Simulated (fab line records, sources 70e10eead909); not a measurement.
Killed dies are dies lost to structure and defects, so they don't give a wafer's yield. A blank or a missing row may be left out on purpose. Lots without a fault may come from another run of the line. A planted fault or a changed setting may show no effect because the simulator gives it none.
Which tool did it? | flow nand_harc | 13 lots, 39 wafers sampled, at 6 steps of a route of 1159

WHAT THE GAUGES READ, wafer by wafer
NHARC_A_ONON_D1_THK_MEAS_05: measures by ellipsometry.
lot  | measured     | on            | thk_nm (nm)
L341 | day 7 22:59  | film_metro-01 | 1011 1012 1014
L343 | day 8 05:14  | film_metro-01 | 999 999 997
L344 | day 8 05:17  | film_metro-01 | 1009 1011 1011
L345 | day 9 05:06  | film_metro-02 | 1001 1001 1000
L348 | day 9 11:42  | film_metro-02 | 1003 1004 1002
L347 | day 9 11:44  | film_metro-02 | 1004 1004 1005
L350 | day 10 00:32 | film_metro-01 | 995 997 998
L358 | day 12 00:53 | film_metro-02 | 1430 1430 1428 1431 1432 1429
L359 | day 12 04:21 | film_metro-01 | 1429 1432 1430 1431 1429 1429
L360 | day 12 04:20 | film_metro-02 | 991 992 991
L361 | day 12 15:59 | film_metro-01 | 995 994 994
L362 | day 12 15:39 | film_metro-01 | 1012 1012 1013
L363 | day 13 09:31 | film_metro-01 | 999 997 998

NHARC_END_SORT_01.
lot  | measured     | on        | defect_limited_yield (%) | killed_at_array | killed_at_other | killed_at_periphery | killed_dies | killed_open | killed_short | sort_bin_2_pct (%) | sort_bin_3_pct (%) | sort_bin_4_pct (%) | sort_n_pass | sort_rim_yield_pct (%) | sort_yield_pct (%)
L347 | day 21 11:08 | prober-01 | 96.8 97.5 94.7           | 20 14 32        | 0 0 0           | 2 3 4               | 22 17 36    | 0 1 3       | 4 3 4        | 2.1 1.2 1.5        | 0.15 0 0.30        | 1.0 1.3 3.5        | 655 660 641 | 97.2 100.0 96.2        | 96.8 97.5 94.7

WHICH TOOL RAN EACH LOT (tool, then ch and the chambers of the sampled wafers, then the start)
lot  | NHARC_P_BONDPAD_DEGAS_25     | NHARC_P_BONDPAD_PRE_CLEAN_26            | NHARC_P_BONDPAD_ACTIVATE_29        | NHARC_A_ONON_D1_DEP_03
L341 | pvd_sputter-03, day 6 20:28  | pvd_sputter-03, day 6 22:10 or earlier  | rie_diel-05 ch 0,3, day 6 22:10    | pecvd_onon-02 ch 0, day 7 22:28
L343 | pvd_sputter-01, day 7 03:16  | pvd_sputter-01, day 7 04:59 or earlier  | rie_diel-05 ch 0,2,3, day 7 04:59  | pecvd_onon-01 ch 0, day 8 04:47
L344 | pvd_sputter-03, day 7 04:05  | pvd_sputter-03, day 7 05:46 or earlier  | rie_diel-05 ch 0,1, day 7 05:46    | pecvd_onon-02 ch 0, day 8 04:46
L345 | pvd_sputter-01, day 8 00:27  | pvd_sputter-01, day 8 02:09 or earlier  | rie_diel-09 ch 0,1,3, day 8 02:09  | pecvd_onon-04 ch 0, day 9 04:35
L348 | pvd_sputter-02, day 8 07:58  | pvd_sputter-02, day 8 09:45 or earlier  | rie_diel-05 ch 1,2,3, day 8 09:45  | pecvd_onon-04 ch 0, day 9 11:12
L347 | pvd_sputter-03, day 8 10:14  | pvd_sputter-03, day 8 11:58 or earlier  | rie_diel-05 ch 0,1,3, day 8 11:58  | pecvd_onon-02 ch 0, day 9 11:13
L350 | pvd_sputter-03, day 8 20:44  | pvd_sputter-03, day 8 22:28 or earlier  | rie_diel-05 ch 0,1,2, day 8 22:28  | pecvd_onon-02 ch 0, day 10 00:05
L358 | pvd_sputter-01, day 10 23:02 | pvd_sputter-01, day 11 00:43 or earlier | rie_diel-05 ch 0,2,3, day 11 00:43 | pecvd_onon-02 ch 0, day 12 00:23
L359 | pvd_sputter-03, day 11 01:55 | pvd_sputter-03, day 11 03:37 or earlier | rie_diel-05 ch 0,2,3, day 11 03:37 | pecvd_onon-02 ch 0, day 12 03:50
L360 | pvd_sputter-02, day 11 02:46 | pvd_sputter-02, day 11 04:27 or earlier | rie_diel-09 ch 1,2,3, day 11 04:27 | pecvd_onon-01 ch 0, day 12 03:50
L361 | pvd_sputter-03, day 11 13:14 | pvd_sputter-03, day 11 14:56 or earlier | rie_diel-05 ch 1,2,3, day 11 14:56 | pecvd_onon-01 ch 0, day 12 15:29
L362 | pvd_sputter-01, day 11 14:28 | pvd_sputter-01, day 11 16:11 or earlier | rie_diel-05 ch 1,2,3, day 11 16:11 | pecvd_onon-04 ch 0, day 12 15:12
L363 | pvd_sputter-03, day 12 06:25 | pvd_sputter-03, day 12 08:10 or earlier | rie_diel-05 ch 0,1, day 12 08:10   | pecvd_onon-01 ch 0, day 13 08:59
- NHARC_P_BONDPAD_DEGAS_25: time 60 s.
- NHARC_P_BONDPAD_PRE_CLEAN_26: time 30 s.
- NHARC_P_BONDPAD_ACTIVATE_29: chemistry N2, time 60 s.
- NHARC_A_ONON_D1_DEP_03: target thk 1000 nm.

WHAT THE TOOLS THEMSELVES READ (means of the sampled wafers that have a number; where no wafer has one, the mark that the record gives instead)
NHARC_P_BONDPAD_DEGAS_25.
lot  | tool           | heater_power_w (W)
L341 | pvd_sputter-03 | 470
L343 | pvd_sputter-01 | 472
L344 | pvd_sputter-03 | 480
L345 | pvd_sputter-01 | 421
L348 | pvd_sputter-02 | 499
L347 | pvd_sputter-03 | 510
L350 | pvd_sputter-03 | 562
L358 | pvd_sputter-01 | 433
L359 | pvd_sputter-03 | 505
L360 | pvd_sputter-02 | 542
L361 | pvd_sputter-03 | 491
L362 | pvd_sputter-01 | 423
L363 | pvd_sputter-03 | 479

NHARC_P_BONDPAD_PRE_CLEAN_26.
lot  | tool           | heater_power_w (W)
L341 | pvd_sputter-03 | 389
L343 | pvd_sputter-01 | 380
L344 | pvd_sputter-03 | 458
L345 | pvd_sputter-01 | 377
L348 | pvd_sputter-02 | 464
L347 | pvd_sputter-03 | 463
L350 | pvd_sputter-03 | 472
L358 | pvd_sputter-01 | 373
L359 | pvd_sputter-03 | 444
L360 | pvd_sputter-02 | 471
L361 | pvd_sputter-03 | 447
L362 | pvd_sputter-01 | 371
L363 | pvd_sputter-03 | 450

NHARC_P_BONDPAD_ACTIVATE_29.
lot  | tool        | drypump_motor_current_A (A) | oes_product_au (a.u.) | rf_vpp_V (V) | showerhead_plenum_p_Torr (Torr)
L341 | rie_diel-05 | 5.8                         | 0.999                 | 64.2         | 1.83
L343 | rie_diel-05 | 5.6                         | 1.004                 | 64.8         | 1.81
L344 | rie_diel-05 | 6.5                         | 0.997                 | 64.6         | 1.87
L345 | rie_diel-09 | 6.1                         | 1.008                 | 63.9         | 1.73
L348 | rie_diel-05 | 5.7                         | 1.000                 | 65.1         | 1.83
L347 | rie_diel-05 | 6.1                         | 0.994                 | 64.8         | 1.85
L350 | rie_diel-05 | 5.9                         | 1.004                 | 63.9         | 1.84
L358 | rie_diel-05 | 5.6                         | 0.998                 | 64.7         | 1.81
L359 | rie_diel-05 | 5.6                         | 1.000                 | 65.1         | 1.81
L360 | rie_diel-09 | 6.4                         | 1.001                 | 64.8         | 1.68
L361 | rie_diel-05 | 5.8                         | 0.997                 | 63.6         | 1.83
L362 | rie_diel-05 | 5.7                         | 1.002                 | 64.5         | 1.83
L363 | rie_diel-05 | 6.5                         | 1.000                 | 64.2         | 1.87

THE ANSWER, worked out from the rows above alone
Rule: what is usual is taken from the lots themselves. Put in order of their means at a reading, lots are off if they are a third of the lots or fewer, leave a main group of 4 or more, and stand apart from it by a gap of 3 or more times the standard deviation of the main group's means; of several such gaps the widest counts. A main group whose means are all the same, to the digits that the tables above print for the reading, isn't used. A lot without any number at a reading at which 4 lots or more have one is off too. The other lots that the step has rows for count as sound. The gauges are gone through in route order, then the tools' own readings, and for those a lot's mean is taken as printed above. The first step at which some lot is off is used, and at that step the reading that is off furthest; a lot without a number counts as furthest.
Off: L358, L359, at NHARC_A_ONON_D1_THK_MEAS_05 (thk_nm). The main group: mean 1002 nm, standard deviation 6.9.
A tool fits if, at a process step before that reading, it ran every lot that is off, and no sound lot after the first of them. The gauges at NHARC_A_ONON_D1_THK_MEAS_05 are tried like those tools. NHARC_P_BONDPAD_PRE_CLEAN_26 gives no start for some lots, so the hours and the order of its lots are those of NHARC_P_BONDPAD_ACTIVATE_29. One fits: pecvd_onon-02 at NHARC_A_ONON_D1_DEP_03. Its last sound lot is L350 (day 10 00:05), its first lot that is off L358 (day 12 00:23): a fault that began between those two fits.

WHAT THE SIMULATOR HAD PUT IN
Process parameter drift: pecvd_onon-02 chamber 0, from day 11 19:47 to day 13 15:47, at NHARC_A_ONON_D1_DEP_03. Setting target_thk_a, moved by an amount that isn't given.
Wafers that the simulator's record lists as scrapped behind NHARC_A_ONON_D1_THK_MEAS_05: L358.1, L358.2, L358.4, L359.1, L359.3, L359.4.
Lots struck among those shown: L358, L359. The rule above found the same.
